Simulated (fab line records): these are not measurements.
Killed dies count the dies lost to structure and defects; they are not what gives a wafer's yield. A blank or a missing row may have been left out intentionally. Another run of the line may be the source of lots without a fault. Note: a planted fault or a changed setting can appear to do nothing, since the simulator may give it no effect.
One fault through the eyes of 2 desks ; flow n5-finfet ; numbers are kept per desk, each desk with only its own; the story behind them comes last

== FOR THE TOOL OWNER'S DESK: rie-diel-02 ==
The tool's own readings at N5_BEOL_M0_SAQP_ETCH_107 (etches SiNx in CH3F/O2, target depth 30 nm): means of the sampled wafers that have a number, for each lot that ran on this tool. Marked OUT: a lot whose mean sits more than 4 standard deviations from the usual mean, which makes it out of limits; the brackets give that distance. It has 9 readings, of which 7 appear: the earliest out of limits, and the ones furthest out on some lot.
Columns: A = drypump-motor-current-A at N5_BEOL_M0_SAQP_ETCH_107, usual 5.9 A; B = oes_ar_750_au at N5_BEOL_M0_SAQP_ETCH_107, usual 0.81 a.u.; C = oes_f_703_au at N5_BEOL_M0_SAQP_ETCH_107, usual 0.81 a.u.; D = rf-fwd-power-W at N5_BEOL_M0_SAQP_ETCH_107, usual 391.3 W; E = rf-vpp-V at N5_BEOL_M0_SAQP_ETCH_107, usual 295 V; F = showerhead-plenum-p-Torr at N5_BEOL_M0_SAQP_ETCH_107, usual 2.00 Torr; G = throttle-valve-pct at N5_BEOL_M0_SAQP_ETCH_107, usual 16.30 %
lot;first seen here;A;B;C;D;E;F;G
L981;day 6 08:53;5.9;0.71;0.70;389.7;295;1.93;16.68
L986;day 7 13:06;5.3;0.78;0.79;390.5;290;1.94;16.59
L987;day 7 16:31;5.5;0.80;0.92;485.5 (+55) OUT;265 (-6.9) OUT;1.92;16.72
L989;day 8 11:28;5.9;0.90;1.04;486.1 (+56) OUT;266 (-6.8) OUT;1.93;16.55
This desk's finding: out of limits on L987, L989; first on L987, day 7 16:31 (rf-fwd-power-W at N5_BEOL_M0_SAQP_ETCH_107). L981, L986: within limits.

== FROM THE METROLOGY DESK ==
Means of the sampled wafers that have a number, per lot and without regard to the tool the lot ran on: this is what the gauges read. Marked OUT: a lot whose mean sits more than 4 standard deviations from the usual mean, which makes it out of limits; the brackets give that distance. 7 of its 11 readings are shown, namely those furthest out on some lot.
Columns: A = DIBL_N at N5_BEOL_M4_RC_MEAS_101, usual 37.2 mV/V; B = DIBL_P at N5_BEOL_M4_RC_MEAS_101, usual 37.3 mV/V; C = IOFF_N at N5_BEOL_M4_RC_MEAS_101, usual 0.18 nA/um; D = IOFF_P at N5_BEOL_M4_RC_MEAS_101, usual 0.24 nA/um; E = ION_N at N5_BEOL_M4_RC_MEAS_101, usual 680 uA/um; F = SS_P at N5_BEOL_M4_RC_MEAS_101, usual 73.5 mV/dec; G = VT_N at N5_BEOL_M4_RC_MEAS_101, usual 249 mV
lot;first seen here;A;B;C;D;E;F;G
L981;day 6 08:07;39.0;39.0;0.23;0.26;701;73.9;243
L986;day 7 12:04;35.2;36.0;0.15;0.21;671;72.7;249
L987;day 7 15:20;33.0;33.6;0.14;0.23;672;73.0;251
L989;day 8 10:33;38.2;36.3;0.17;0.21;676;73.0;250
L100;day 11 11:20;34.8;36.4;0.14;0.22;670;72.8;253
L101;day 11 23:03;39.7;40.0;0.24;0.32;694;74.8;246
This desk's verdict: no lot among the 6 shows anything out of limits.

== BROUGHT TOGETHER ==
The tool owner's desk had the chance to raise an alarm at day 7 16:31 on L987, L989.
Nothing out of limits was seen by the metrology desk.
The metrology desk holds a record of L987, L989, inside its limits.
Of the lots named, all ran N5_BEOL_M0_SAQP_ETCH_107 on rie-diel-02.

== WHAT WAS PUT IN BY THE SIMULATOR ==
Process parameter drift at N5_BEOL_M0_SAQP_ETCH_107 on rie-diel-02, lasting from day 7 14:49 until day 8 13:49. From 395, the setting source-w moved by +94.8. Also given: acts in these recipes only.
Shown lots that were struck: L987, L989.
How many hours passed from the start of the fault until each desk's first out-of-limits reading: the tool owner's desk, 2.
